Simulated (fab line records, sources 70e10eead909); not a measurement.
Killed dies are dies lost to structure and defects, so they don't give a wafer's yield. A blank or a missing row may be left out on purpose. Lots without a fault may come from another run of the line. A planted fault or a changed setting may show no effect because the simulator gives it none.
Chamber matching | flow nand_harc | NHARC_P_CONTACT_CMP_24 on cmp-03: 4 sister chambers
The step polishes, t overpolish 30 s, target thk 200 nm. 8 wafers are shown with their chamber, then 9 later ones without.

WAFERS WITH THEIR CHAMBER
wafer  | chamber | motor_current_A (A) | slurry_flow_ml_min
L077.6 | 3       | 13.2                | 149.5
L081.2 | 3       | 13.5                | 148.9
L084.2 | 1       | 11.6                | 150.2
L084.4 | 0       | 13.1                | 149.6
L084.6 | 2       | 14.2                | 150.0
L087.3 | 0       | 13.2                | 149.6
L087.4 | 1       | 10.5                | 149.7
L087.6 | 2       | 13.4                | 150.0

WAFERS WITHOUT THEIR CHAMBER
wafer  | motor_current_A (A) | slurry_flow_ml_min
L089.1 | 13.4                | 150.5
L089.2 | 13.4                | 149.7
L089.6 | 12.7                | 150.1
L090.2 | 13.6                | 150.5
L090.3 | 13.4                | 150.1
L090.5 | 13.0                | 149.8
L093.4 | 12.4                | 150.7
L093.5 | 10.8                | 150.1
L093.6 | 13.7                | 150.4

WHICH CHAMBER EACH WENT THROUGH
wafer  | from the rows above               | in truth
L089.1 | can't be placed: 2 or 0           | 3
L089.2 | can't be placed: 0 or 2 or 3      | 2
L089.6 | can't be placed: 0 or 2 or 1 or 3 | 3
L090.2 | can't be placed: 2 or 0           | 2
L090.3 | can't be placed: 2 or 0           | 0
L090.5 | can't be placed: 0 or 2 or 3      | 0
L093.4 | can't be placed: 2 or 1 or 0 or 3 | 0
L093.5 | 1                                 | 1
L093.6 | can't be placed: 2 or 0           | 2
Placed correctly: 1 of 9. Can't be placed from these rows: 8 (the true chamber is among the candidates in 7). Placed wrongly: 0.
How it was worked out, from the rows above alone: a wafer's distance from a chamber is the root of the sum, over the readings, of the square of ((its reading less the chamber's mean) divided by the reading's scatter). The wafer belongs to the nearest chamber; if the next one is less than 2 further off, it can't be placed. A chamber's mean is the mean of its shown wafers. The scatter: the root of (the sum of the squares of (reading less its chamber's mean) over the shown wafers, divided by (wafers less chambers)).
